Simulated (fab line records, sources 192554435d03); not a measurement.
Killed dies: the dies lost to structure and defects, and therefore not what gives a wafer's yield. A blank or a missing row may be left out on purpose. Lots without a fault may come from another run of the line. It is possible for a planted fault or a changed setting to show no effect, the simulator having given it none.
fab line records / flow n5Finfet
record lots=7 wafers=21
route steps=1938 shown BEOL_M14@1723 BEOL_M15@1809 MIM_BOT_LITHO@1858 PASSIVATION@1921
startH: hours from the record's first day to the start of the lot's first wafer shown / waitH: hours elapsed since this lot's preceding step / " the same as in the row above / L1.1+2: a row that stands for several wafers / - either no value or no given start / * or withheld: withheld / < > ~ a bound
route shown NAME@n: a module of which the file shows steps, and the number in the route of the first / usual: average and standard deviation across the fault-free wafers / same: alike in all rows / chamber/n: place in a boat / sites: readings site by site / _std_site: standard deviation across them / _edge_site: mean of outer sites minus mean of inner sites / radiusMm: how far each site lies from the wafer's centre / mask NAME#n: copy n / behind: tool/chamber where the wafer was last shaped / hold: the reason the lot was held/the length of the hold in hours/how it ended / device: whichever transistor did not switch (one of n, p or np) / end of line: tests run on the same wafers once the route is complete / where a step has no rows: the recipe by itself / killed: at the first sort, the dies lost to defects and structure; wafer yield is something else / map: per-die view of a wafer (x killed, . not killed, _ where there is no die)
set.NAME: setting as actually run; set.NAME@STEP: the setting as run at that earlier step / model.NAME: the simulator's own value behind a step, which no gauge read
lots whose settings were changed on purpose; a table a step, a row a wafer
## steps
# step N5_BEOL_M14_PEB_08
# recipe pebTempC=130 pebTimeS=90
lot.wafer=L076.1+2 tool=lithoTrack-02 chamber=0 startH=275.71 waitH=0.1 set.pebTempC=131.9
lot.wafer=L076.6 tool=lithoTrack-02 chamber=0 startH=275.71 waitH=0.1 set.pebTempC=130
lot.wafer=L082.2+3+4 tool=lithoTrack-01 chamber=0 startH=328.19 waitH=0.0 set.pebTempC=130
lot.wafer=L089.2 tool=lithoTrack-02 chamber=0 startH=371.54 waitH=0.0 set.pebTempC=130
lot.wafer=L089.3+5 tool=lithoTrack-02 chamber=0 startH=371.54 waitH=0.0 set.pebTempC=133.7
lot.wafer=L087.2+3 tool=lithoTrack-01 chamber=0 startH=387.39 waitH=0.0 set.pebTempC=130
lot.wafer=L087.6 tool=lithoTrack-01 chamber=0 startH=387.39 waitH=0.0 set.pebTempC=133.2
lot.wafer=L092.1 tool=lithoTrack-03 chamber=0 startH=410.57 waitH=0.1 set.pebTempC=126.4
lot.wafer=L092.3+6 tool=lithoTrack-03 chamber=0 startH=410.57 waitH=0.1 set.pebTempC=130
lot.wafer=L094.1 tool=lithoTrack-03 chamber=0 startH=415.91 waitH=0.1 set.pebTempC=130
lot.wafer=L094.3+4 tool=lithoTrack-03 chamber=0 startH=415.91 waitH=0.1 set.pebTempC=133.2
lot.wafer=L097.1+3 tool=lithoTrack-01 chamber=0 startH=423.94 waitH=0.1 set.pebTempC=130
lot.wafer=L097.5 tool=lithoTrack-01 chamber=0 startH=423.94 waitH=0.1 set.pebTempC=132.7
# step N5_BEOL_M14_DEVELOP_09
# recipe developTimeS=45 rinseLiquid=diw dry=airSpin devTempC=21
# step N5_BEOL_M14_HARDBAKE_14
# recipe tempC=130 timeS=120
# step N5_BEOL_M14_CD_MEAS_10
# recipe targetCdNm=250 landingEnergyEv=500 detector=seInlens polarity=opening
# usual cdNm=250.1/1.2
lot.wafer=L076.1 tool=cdSem-02 chamber=0 startH=275.82 waitH=- set.doseMj@BEOL_M14_EXPOSE_07=57 set.pebTempC@BEOL_M14_PEB_08=131.9 cdNm=259.3
lot.wafer=L076.2 tool=cdSem-02 chamber=0 startH=275.82 waitH=- set.doseMj@BEOL_M14_EXPOSE_07=59.24 set.pebTempC@BEOL_M14_PEB_08=131.9 cdNm=265.7
lot.wafer=L076.6 tool=cdSem-02 chamber=0 startH=275.82 waitH=- set.doseMj@BEOL_M14_EXPOSE_07=59.24 set.pebTempC@BEOL_M14_PEB_08=130 cdNm=257.6
lot.wafer=L082.2 tool=cdSem-01 chamber=0 startH=328.31 waitH=- set.doseMj@BEOL_M14_EXPOSE_07=57 set.pebTempC@BEOL_M14_PEB_08=130 cdNm=251.0
lot.wafer=L082.3 tool=cdSem-01 chamber=0 startH=328.31 waitH=- set.doseMj@BEOL_M14_EXPOSE_07=57 set.pebTempC@BEOL_M14_PEB_08=130 cdNm=252.2
lot.wafer=L082.4 tool=cdSem-01 chamber=0 startH=328.31 waitH=- set.doseMj@BEOL_M14_EXPOSE_07=57 set.pebTempC@BEOL_M14_PEB_08=130 cdNm=252.4
lot.wafer=L089.2 tool=cdSem-01 chamber=0 startH=371.65 waitH=- set.doseMj@BEOL_M14_EXPOSE_07=54.06 set.pebTempC@BEOL_M14_PEB_08=130 cdNm=240.7
lot.wafer=L089.3 tool=cdSem-01 chamber=0 startH=371.65 waitH=- set.doseMj@BEOL_M14_EXPOSE_07=57 set.pebTempC@BEOL_M14_PEB_08=133.7 cdNm=265.1
lot.wafer=L089.5 tool=cdSem-01 chamber=0 startH=371.65 waitH=- set.doseMj@BEOL_M14_EXPOSE_07=57 set.pebTempC@BEOL_M14_PEB_08=133.7 cdNm=265.7
lot.wafer=L087.2 tool=cdSem-01 chamber=0 startH=387.51 waitH=- set.doseMj@BEOL_M14_EXPOSE_07=57 set.pebTempC@BEOL_M14_PEB_08=130 cdNm=252.0
lot.wafer=L087.3 tool=cdSem-01 chamber=0 startH=387.51 waitH=- set.doseMj@BEOL_M14_EXPOSE_07=55.32 set.pebTempC@BEOL_M14_PEB_08=130 cdNm=245.5
lot.wafer=L087.6 tool=cdSem-01 chamber=0 startH=387.51 waitH=- set.doseMj@BEOL_M14_EXPOSE_07=57 set.pebTempC@BEOL_M14_PEB_08=133.2 cdNm=263.2
lot.wafer=L092.1 tool=cdSem-01 chamber=0 startH=410.69 waitH=- set.doseMj@BEOL_M14_EXPOSE_07=53.82 set.pebTempC@BEOL_M14_PEB_08=126.4 cdNm=219.4
lot.wafer=L092.3 tool=cdSem-01 chamber=0 startH=410.69 waitH=- set.doseMj@BEOL_M14_EXPOSE_07=53.82 set.pebTempC@BEOL_M14_PEB_08=130 cdNm=239.8
lot.wafer=L092.6 tool=cdSem-01 chamber=0 startH=410.69 waitH=- set.doseMj@BEOL_M14_EXPOSE_07=57 set.pebTempC@BEOL_M14_PEB_08=130 cdNm=248.5
lot.wafer=L094.1 tool=cdSem-01 chamber=0 startH=416.02 waitH=- set.doseMj@BEOL_M14_EXPOSE_07=57 set.pebTempC@BEOL_M14_PEB_08=130 cdNm=250.2
lot.wafer=L094.3 tool=cdSem-01 chamber=0 startH=416.02 waitH=- set.doseMj@BEOL_M14_EXPOSE_07=57 set.pebTempC@BEOL_M14_PEB_08=133.2 cdNm=265.5
lot.wafer=L094.4 tool=cdSem-01 chamber=0 startH=416.02 waitH=- set.doseMj@BEOL_M14_EXPOSE_07=57 set.pebTempC@BEOL_M14_PEB_08=133.2 cdNm=266.3
lot.wafer=L097.1 tool=cdSem-01 chamber=0 startH=424.05 waitH=- set.doseMj@BEOL_M14_EXPOSE_07=57 set.pebTempC@BEOL_M14_PEB_08=130 cdNm=250.3
lot.wafer=L097.3 tool=cdSem-01 chamber=0 startH=424.05 waitH=- set.doseMj@BEOL_M14_EXPOSE_07=53.3 set.pebTempC@BEOL_M14_PEB_08=130 cdNm=239.2
lot.wafer=L097.5 tool=cdSem-01 chamber=0 startH=424.05 waitH=- set.doseMj@BEOL_M14_EXPOSE_07=53.3 set.pebTempC@BEOL_M14_PEB_08=132.7 cdNm=252.5
# step N5_BEOL_M14_STRIP_71
# recipe chemistry=postEtchResidueRemover timeS=60 tempC=25 removerPh=withheld removerWaterWtPct=withheld removerFluorideWtPct=withheld
# step N5_BEOL_M14_SRD_72
# recipe timeS=30 tempC=23 rinseLiquid=diw dry=n2Spin spinRpm=1500 dryTimeS=30
# step N5_BEOL_M14_CD_MEAS_17
# recipe targetCdNm=250 polarity=opening
# usual cdNm=251.2/1.3
lot.wafer=L076.1 tool=cdSem-02 chamber=- startH=276.34 waitH=0.0 set.doseMj@BEOL_M14_EXPOSE_07=57 set.pebTempC@BEOL_M14_PEB_08=131.9 cdNm=260.2
lot.wafer=L076.2 tool=cdSem-02 chamber=- startH=276.34 waitH=0.0 set.doseMj@BEOL_M14_EXPOSE_07=59.24 set.pebTempC@BEOL_M14_PEB_08=131.9 cdNm=267.6
lot.wafer=L076.6 tool=cdSem-02 chamber=- startH=276.34 waitH=0.0 set.doseMj@BEOL_M14_EXPOSE_07=59.24 set.pebTempC@BEOL_M14_PEB_08=130 cdNm=257.7
lot.wafer=L082.2 tool=cdSem-03 chamber=- startH=328.83 waitH=0.0 set.doseMj@BEOL_M14_EXPOSE_07=57 set.pebTempC@BEOL_M14_PEB_08=130 cdNm=251.2
lot.wafer=L082.3 tool=cdSem-03 chamber=- startH=328.83 waitH=0.0 set.doseMj@BEOL_M14_EXPOSE_07=57 set.pebTempC@BEOL_M14_PEB_08=130 cdNm=252.9
lot.wafer=L082.4 tool=cdSem-03 chamber=- startH=328.83 waitH=0.0 set.doseMj@BEOL_M14_EXPOSE_07=57 set.pebTempC@BEOL_M14_PEB_08=130 cdNm=254.3
lot.wafer=L089.2 tool=cdSem-03 chamber=- startH=372.20 waitH=0.0 set.doseMj@BEOL_M14_EXPOSE_07=54.06 set.pebTempC@BEOL_M14_PEB_08=130 cdNm=244.0
lot.wafer=L089.3 tool=cdSem-03 chamber=- startH=372.20 waitH=0.0 set.doseMj@BEOL_M14_EXPOSE_07=57 set.pebTempC@BEOL_M14_PEB_08=133.7 cdNm=267.7
lot.wafer=L089.5 tool=cdSem-03 chamber=- startH=372.20 waitH=0.0 set.doseMj@BEOL_M14_EXPOSE_07=57 set.pebTempC@BEOL_M14_PEB_08=133.7 cdNm=267.3
lot.wafer=L087.2 tool=cdSem-01 chamber=- startH=388.08 waitH=0.0 set.doseMj@BEOL_M14_EXPOSE_07=57 set.pebTempC@BEOL_M14_PEB_08=130 cdNm=252.6
lot.wafer=L087.3 tool=cdSem-01 chamber=- startH=388.08 waitH=0.0 set.doseMj@BEOL_M14_EXPOSE_07=55.32 set.pebTempC@BEOL_M14_PEB_08=130 cdNm=246.1
lot.wafer=L087.6 tool=cdSem-01 chamber=- startH=388.08 waitH=0.0 set.doseMj@BEOL_M14_EXPOSE_07=57 set.pebTempC@BEOL_M14_PEB_08=133.2 cdNm=263.9
lot.wafer=L092.1 tool=cdSem-03 chamber=- startH=411.21 waitH=0.0 set.doseMj@BEOL_M14_EXPOSE_07=53.82 set.pebTempC@BEOL_M14_PEB_08=126.4 cdNm=221.3
lot.wafer=L092.3 tool=cdSem-03 chamber=- startH=411.21 waitH=0.0 set.doseMj@BEOL_M14_EXPOSE_07=53.82 set.pebTempC@BEOL_M14_PEB_08=130 cdNm=240.7
lot.wafer=L092.6 tool=cdSem-03 chamber=- startH=411.21 waitH=0.0 set.doseMj@BEOL_M14_EXPOSE_07=57 set.pebTempC@BEOL_M14_PEB_08=130 cdNm=249.7
lot.wafer=L094.1 tool=cdSem-03 chamber=- startH=417.34 waitH=0.0 set.doseMj@BEOL_M14_EXPOSE_07=57 set.pebTempC@BEOL_M14_PEB_08=130 cdNm=250.3
lot.wafer=L094.3 tool=cdSem-03 chamber=- startH=417.34 waitH=0.0 set.doseMj@BEOL_M14_EXPOSE_07=57 set.pebTempC@BEOL_M14_PEB_08=133.2 cdNm=265.9
lot.wafer=L094.4 tool=cdSem-03 chamber=- startH=417.34 waitH=0.0 set.doseMj@BEOL_M14_EXPOSE_07=57 set.pebTempC@BEOL_M14_PEB_08=133.2 cdNm=266.7
lot.wafer=L097.1 tool=cdSem-01 chamber=- startH=424.88 waitH=0.0 set.doseMj@BEOL_M14_EXPOSE_07=57 set.pebTempC@BEOL_M14_PEB_08=130 cdNm=249.3
lot.wafer=L097.3 tool=cdSem-01 chamber=- startH=424.88 waitH=0.0 set.doseMj@BEOL_M14_EXPOSE_07=53.3 set.pebTempC@BEOL_M14_PEB_08=130 cdNm=238.9
lot.wafer=L097.5 tool=cdSem-01 chamber=- startH=424.88 waitH=0.0 set.doseMj@BEOL_M14_EXPOSE_07=53.3 set.pebTempC@BEOL_M14_PEB_08=132.7 cdNm=252.1
# step N5_BEOL_M15_TRENCH_ETCH_34
# recipe chemistry=C4F8/O2/Ar target=SiO2 targetDepthA=8729.3 heInnerTorr=15 heOuterTorr=30 timeS=199 ionEnergyEv=800 pressureMtorr=20 sourceW=1905 biasW=2040 Ar_flow_sccm=400 C4F8_flow_sccm=16 O2_flow_sccm=12
# usual rfVppV=2223/20
lot.wafer=L076.1 tool=rieDiel-06 chamber=0 startH=282.25 waitH=0.0 set.biasW=2040 rfVppV=2201
lot.wafer=L076.2 tool=rieDiel-06 chamber=2 startH=282.25 waitH=0.0 set.biasW=2215 rfVppV=2327
lot.wafer=L076.6 tool=rieDiel-06 chamber=0 startH=282.25 waitH=0.0 set.biasW=2215 rfVppV=2329
lot.wafer=L082.2 tool=rieDiel-03 chamber=3 startH=334.71 waitH=0.0 set.biasW=2040 rfVppV=2245
lot.wafer=L082.3 tool=rieDiel-03 chamber=0 startH=334.71 waitH=0.0 set.biasW=2040 rfVppV=2214
lot.wafer=L082.4 tool=rieDiel-03 chamber=2 startH=334.71 waitH=0.0 set.biasW=2040 rfVppV=2246
lot.wafer=L089.2 tool=rieDiel-03 chamber=0 startH=379.55 waitH=0.0 set.biasW=2168 rfVppV=2309
lot.wafer=L089.3 tool=rieDiel-03 chamber=1 startH=379.55 waitH=0.0 set.biasW=2168 rfVppV=2340
lot.wafer=L089.5 tool=rieDiel-03 chamber=3 startH=379.55 waitH=0.0 set.biasW=2040 rfVppV=2242
lot.wafer=L087.2 tool=rieDiel-03 chamber=3 startH=398.24 waitH=0.0 set.biasW=1865 rfVppV=2106
lot.wafer=L087.3 tool=rieDiel-03 chamber=0 startH=398.24 waitH=0.0 set.biasW=1865 rfVppV=2076
lot.wafer=L087.6 tool=rieDiel-03 chamber=1 startH=398.24 waitH=0.0 set.biasW=2040 rfVppV=2245
lot.wafer=L092.1 tool=rieDiel-02 chamber=2 startH=417.02 waitH=0.0 set.biasW=2040 rfVppV=2227
lot.wafer=L092.3 tool=rieDiel-02 chamber=1 startH=417.02 waitH=0.0 set.biasW=1867 rfVppV=2076
lot.wafer=L092.6 tool=rieDiel-02 chamber=3 startH=417.02 waitH=0.0 set.biasW=1867 rfVppV=2062
lot.wafer=L094.1 tool=rieDiel-02 chamber=1 startH=425.55 waitH=0.0 set.biasW=2156 rfVppV=2299
lot.wafer=L094.3 tool=rieDiel-02 chamber=0 startH=425.55 waitH=0.0 set.biasW=2040 rfVppV=2197
lot.wafer=L094.4 tool=rieDiel-02 chamber=2 startH=425.55 waitH=0.0 set.biasW=2040 rfVppV=2225
lot.wafer=L097.1 tool=rieDiel-03 chamber=3 startH=433.98 waitH=0.0 set.biasW=2040 rfVppV=2242
lot.wafer=L097.3 tool=rieDiel-03 chamber=0 startH=433.98 waitH=0.0 set.biasW=2040 rfVppV=2212
lot.wafer=L097.5 tool=rieDiel-03 chamber=0 startH=433.98 waitH=0.0 set.biasW=1731 rfVppV=1969
# step N5_MIM_BOT_LITHO_EXPOSE_05
# recipe maskId=MIM_BOT na=0.55 sourceShape=conventional sigmaOuter=0.8 polarization=unpolarized doseMj=24.25
lot.wafer=L076.1+2 tool=krfScanner-02 chamber=0 startH=290.24 waitH=- mask=MIM_BOT#0 set.doseMj=22.58
lot.wafer=L076.6 tool=krfScanner-02 chamber=0 startH=290.24 waitH=- mask=MIM_BOT#0 set.doseMj=24.25
lot.wafer=L082.2+3+4 tool=krfScanner-01 chamber=0 startH=342.92 waitH=- mask=MIM_BOT#0 set.doseMj=24.25
lot.wafer=L089.2+3+5 tool=krfScanner-02 chamber=0 startH=393.05 waitH=- mask=MIM_BOT#0 set.doseMj=24.25
lot.wafer=L087.2+3 tool=krfScanner-02 chamber=0 startH=409.10 waitH=- mask=MIM_BOT#0 set.doseMj=25.18
lot.wafer=L087.6 tool=krfScanner-02 chamber=0 startH=409.10 waitH=- mask=MIM_BOT#0 set.doseMj=24.25
lot.wafer=L092.1+6 tool=krfScanner-02 chamber=0 startH=423.63 waitH=- mask=MIM_BOT#0 set.doseMj=22.47
lot.wafer=L092.3 tool=krfScanner-02 chamber=0 startH=423.63 waitH=- mask=MIM_BOT#0 set.doseMj=24.25
lot.wafer=L094.1+4 tool=krfScanner-02 chamber=0 startH=439.99 waitH=- mask=MIM_BOT#0 set.doseMj=24.25
lot.wafer=L094.3 tool=krfScanner-02 chamber=0 startH=439.99 waitH=- mask=MIM_BOT#0 set.doseMj=22.76
lot.wafer=L097.1+3+5 tool=krfScanner-02 chamber=0 startH=440.10 waitH=- mask=MIM_BOT#0 set.doseMj=24.25
# step N5_MIM_BOT_LITHO_PEB_06
# recipe pebTempC=withheld pebTimeS=*
# step N5_MIM_BOT_LITHO_DEVELOP_07
# recipe developTimeS=60 rinseLiquid=diw dry=airSpin devTempC=21
# step N5_MIM_BOT_LITHO_HARDBAKE_09
# recipe tempC=130 timeS=120
# step N5_MIM_BOT_LITHO_CD_MEAS_08
# recipe targetCdNm=3000 landingEnergyEv=500 detector=seInlens polarity=opening
# usual cdNm=2999.5/1.5
lot.wafer=L076.1 tool=cdSem-03 chamber=0 startH=290.42 waitH=- set.doseMj@MIM_BOT_LITHO_EXPOSE_05=22.58 cdNm=2984.5
lot.wafer=L076.2 tool=cdSem-03 chamber=0 startH=290.42 waitH=- set.doseMj@MIM_BOT_LITHO_EXPOSE_05=22.58 cdNm=2983.5
lot.wafer=L076.6 tool=cdSem-03 chamber=0 startH=290.42 waitH=- set.doseMj@MIM_BOT_LITHO_EXPOSE_05=24.25 cdNm=2995.2
lot.wafer=L082.2 tool=cdSem-02 chamber=0 startH=343.09 waitH=- set.doseMj@MIM_BOT_LITHO_EXPOSE_05=24.25 cdNm=2999.1
lot.wafer=L082.3 tool=cdSem-02 chamber=0 startH=343.09 waitH=- set.doseMj@MIM_BOT_LITHO_EXPOSE_05=24.25 cdNm=3001.5
lot.wafer=L082.4 tool=cdSem-02 chamber=0 startH=343.09 waitH=- set.doseMj@MIM_BOT_LITHO_EXPOSE_05=24.25 cdNm=3001.1
lot.wafer=L089.2 tool=cdSem-01 chamber=0 startH=393.22 waitH=- set.doseMj@MIM_BOT_LITHO_EXPOSE_05=24.25 cdNm=2999.0
lot.wafer=L089.3 tool=cdSem-01 chamber=0 startH=393.22 waitH=- set.doseMj@MIM_BOT_LITHO_EXPOSE_05=24.25 cdNm=2997.7
lot.wafer=L089.5 tool=cdSem-01 chamber=0 startH=393.22 waitH=- set.doseMj@MIM_BOT_LITHO_EXPOSE_05=24.25 cdNm=2999.1
lot.wafer=L087.2 tool=cdSem-02 chamber=0 startH=409.28 waitH=- set.doseMj@MIM_BOT_LITHO_EXPOSE_05=25.18 cdNm=3003.5
lot.wafer=L087.3 tool=cdSem-02 chamber=0 startH=409.28 waitH=- set.doseMj@MIM_BOT_LITHO_EXPOSE_05=25.18 cdNm=3004.5
lot.wafer=L087.6 tool=cdSem-02 chamber=0 startH=409.28 waitH=- set.doseMj@MIM_BOT_LITHO_EXPOSE_05=24.25 cdNm=2999.1
lot.wafer=L092.1 tool=cdSem-03 chamber=0 startH=423.80 waitH=- set.doseMj@MIM_BOT_LITHO_EXPOSE_05=22.47 cdNm=2986.3
lot.wafer=L092.3 tool=cdSem-03 chamber=0 startH=423.80 waitH=- set.doseMj@MIM_BOT_LITHO_EXPOSE_05=24.25 cdNm=3002.4
lot.wafer=L092.6 tool=cdSem-03 chamber=0 startH=423.80 waitH=- set.doseMj@MIM_BOT_LITHO_EXPOSE_05=22.47 cdNm=2986.1
lot.wafer=L094.1 tool=cdSem-02 chamber=0 startH=440.17 waitH=- set.doseMj@MIM_BOT_LITHO_EXPOSE_05=24.25 cdNm=2998.3
lot.wafer=L094.3 tool=cdSem-02 chamber=0 startH=440.17 waitH=- set.doseMj@MIM_BOT_LITHO_EXPOSE_05=22.76 cdNm=2990.2
lot.wafer=L094.4 tool=cdSem-02 chamber=0 startH=440.17 waitH=- set.doseMj@MIM_BOT_LITHO_EXPOSE_05=24.25 cdNm=2998.9
lot.wafer=L097.1 tool=cdSem-01 chamber=0 startH=440.27 waitH=- set.doseMj@MIM_BOT_LITHO_EXPOSE_05=24.25 cdNm=3000.3
lot.wafer=L097.3 tool=cdSem-01 chamber=0 startH=440.27 waitH=- set.doseMj@MIM_BOT_LITHO_EXPOSE_05=24.25 cdNm=2999.1
lot.wafer=L097.5 tool=cdSem-01 chamber=0 startH=440.27 waitH=- set.doseMj@MIM_BOT_LITHO_EXPOSE_05=24.25 cdNm=2998.0
# step N5_PASSIVATION_EXPOSE_41
# recipe maskId=PASS_OPEN na=0.55 defocusNm=0 sourceShape=conventional sigmaOuter=0.8 polarization=unpolarized targetCdNm=40000 doseMj=57.25
lot.wafer=L076.1+2 tool=krfScanner-01 chamber=0 startH=295.82 waitH=- mask=PASS_OPEN#0 set.doseMj=57.25
lot.wafer=L076.6 tool=krfScanner-01 chamber=0 startH=295.82 waitH=- mask=PASS_OPEN#0 set.doseMj=61.33
lot.wafer=L082.2+3+4 tool=krfScanner-02 chamber=0 startH=350.36 waitH=- mask=PASS_OPEN#0 set.doseMj=57.25
lot.wafer=L089.2+5 tool=krfScanner-01 chamber=0 startH=399.80 waitH=- mask=PASS_OPEN#0 set.doseMj=61.51
lot.wafer=L089.3 tool=krfScanner-01 chamber=0 startH=399.80 waitH=- mask=PASS_OPEN#0 set.doseMj=57.25
lot.wafer=L087.2+3+6 tool=krfScanner-02 chamber=0 startH=415.33 waitH=- mask=PASS_OPEN#0 set.doseMj=57.25
lot.wafer=L092.1+6 tool=krfScanner-02 chamber=0 startH=430.96 waitH=- mask=PASS_OPEN#0 set.doseMj=60.48
lot.wafer=L092.3 tool=krfScanner-02 chamber=0 startH=430.96 waitH=- mask=PASS_OPEN#0 set.doseMj=57.25
lot.wafer=L094.1+4 tool=krfScanner-02 chamber=0 startH=446.33 waitH=- mask=PASS_OPEN#0 set.doseMj=57.25
lot.wafer=L094.3 tool=krfScanner-02 chamber=0 startH=446.33 waitH=- mask=PASS_OPEN#0 set.doseMj=59.54
lot.wafer=L097.1+3+5 tool=krfScanner-02 chamber=0 startH=450.72 waitH=- mask=PASS_OPEN#0 set.doseMj=57.25
# step N5_PASSIVATION_PEB_42
# recipe pebTempC=withheld pebTimeS=*
# step N5_PASSIVATION_DEVELOP_43
# recipe developTimeS=60 rinseLiquid=diw dry=airSpin devTempC=21
# step N5_PASSIVATION_HARDBAKE_45
# recipe tempC=130 timeS=120
# step N5_PASSIVATION_CD_MEAS_44
# recipe targetCdNm=40000 landingEnergyEv=500 detector=seInlens
# usual cdNm=40000/3.5
lot.wafer=L076.1 tool=cdSem-02 chamber=0 startH=296.00 waitH=- set.doseMj@PASSIVATION_EXPOSE_41=57.25 cdNm=40000
lot.wafer=L076.2 tool=cdSem-02 chamber=0 startH=296.00 waitH=- set.doseMj@PASSIVATION_EXPOSE_41=57.25 cdNm=39995
lot.wafer=L076.6 tool=cdSem-02 chamber=0 startH=296.00 waitH=- set.doseMj@PASSIVATION_EXPOSE_41=61.33 cdNm=40023
lot.wafer=L082.2 tool=cdSem-02 chamber=0 startH=350.54 waitH=- set.doseMj@PASSIVATION_EXPOSE_41=57.25 cdNm=39993
lot.wafer=L082.3 tool=cdSem-02 chamber=0 startH=350.54 waitH=- set.doseMj@PASSIVATION_EXPOSE_41=57.25 cdNm=39993
lot.wafer=L082.4 tool=cdSem-02 chamber=0 startH=350.54 waitH=- set.doseMj@PASSIVATION_EXPOSE_41=57.25 cdNm=39995
lot.wafer=L089.2 tool=cdSem-01 chamber=0 startH=399.97 waitH=- set.doseMj@PASSIVATION_EXPOSE_41=61.51 cdNm=40028
lot.wafer=L089.3 tool=cdSem-01 chamber=0 startH=399.97 waitH=- set.doseMj@PASSIVATION_EXPOSE_41=57.25 cdNm=40007
lot.wafer=L089.5 tool=cdSem-01 chamber=0 startH=399.97 waitH=- set.doseMj@PASSIVATION_EXPOSE_41=61.51 cdNm=40025
lot.wafer=L087.2 tool=cdSem-02 chamber=0 startH=415.50 waitH=- set.doseMj@PASSIVATION_EXPOSE_41=57.25 cdNm=39995
lot.wafer=L087.3 tool=cdSem-02 chamber=0 startH=415.50 waitH=- set.doseMj@PASSIVATION_EXPOSE_41=57.25 cdNm=40001
lot.wafer=L087.6 tool=cdSem-02 chamber=0 startH=415.50 waitH=- set.doseMj@PASSIVATION_EXPOSE_41=57.25 cdNm=40002
lot.wafer=L092.1 tool=cdSem-03 chamber=0 startH=431.14 waitH=- set.doseMj@PASSIVATION_EXPOSE_41=60.48 cdNm=40017
lot.wafer=L092.3 tool=cdSem-03 chamber=0 startH=431.14 waitH=- set.doseMj@PASSIVATION_EXPOSE_41=57.25 cdNm=40001
lot.wafer=L092.6 tool=cdSem-03 chamber=0 startH=431.14 waitH=- set.doseMj@PASSIVATION_EXPOSE_41=60.48 cdNm=40014
lot.wafer=L094.1 tool=cdSem-01 chamber=0 startH=446.51 waitH=- set.doseMj@PASSIVATION_EXPOSE_41=57.25 cdNm=40001
lot.wafer=L094.3 tool=cdSem-01 chamber=0 startH=446.51 waitH=- set.doseMj@PASSIVATION_EXPOSE_41=59.54 cdNm=40014
lot.wafer=L094.4 tool=cdSem-01 chamber=0 startH=446.51 waitH=- set.doseMj@PASSIVATION_EXPOSE_41=57.25 cdNm=40001
lot.wafer=L097.1 tool=cdSem-02 chamber=0 startH=450.90 waitH=- set.doseMj@PASSIVATION_EXPOSE_41=57.25 cdNm=40005
lot.wafer=L097.3 tool=cdSem-02 chamber=0 startH=450.90 waitH=- set.doseMj@PASSIVATION_EXPOSE_41=57.25 cdNm=40005
lot.wafer=L097.5 tool=cdSem-02 chamber=0 startH=450.90 waitH=- set.doseMj@PASSIVATION_EXPOSE_41=57.25 cdNm=40001
## key
split step=N5_BEOL_M14_PEB_08 setting=pebTempC stated=130 by=wafer
response step=N5_BEOL_M14_CD_MEAS_10 reading=cdNm change=+6.87 per=1% r=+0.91
response step=N5_BEOL_M14_CD_MEAS_17 reading=cdNm change=+6.81 per=1% r=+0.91
split step=N5_BEOL_M15_TRENCH_ETCH_34 setting=biasW stated=2040 by=wafer
response step=N5_BEOL_M15_TRENCH_ETCH_34 reading=rfVppV change=+16.7 per=1% r=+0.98
split step=N5_MIM_BOT_LITHO_EXPOSE_05 setting=doseMj stated=24.25 by=wafer
response step=N5_MIM_BOT_LITHO_CD_MEAS_08 reading=cdNm change=+1.73 per=1% r=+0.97
split step=N5_PASSIVATION_EXPOSE_41 setting=doseMj stated=57.25 by=wafer
response step=N5_PASSIVATION_CD_MEAS_44 reading=cdNm change=+3.02 per=1% r=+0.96
split outsideThisFile step=N5_BEOL_M14_EXPOSE_07 setting=doseMj
# split outsideThisFile: this setting was split too, and the file shows its column; the key of that split is in another file
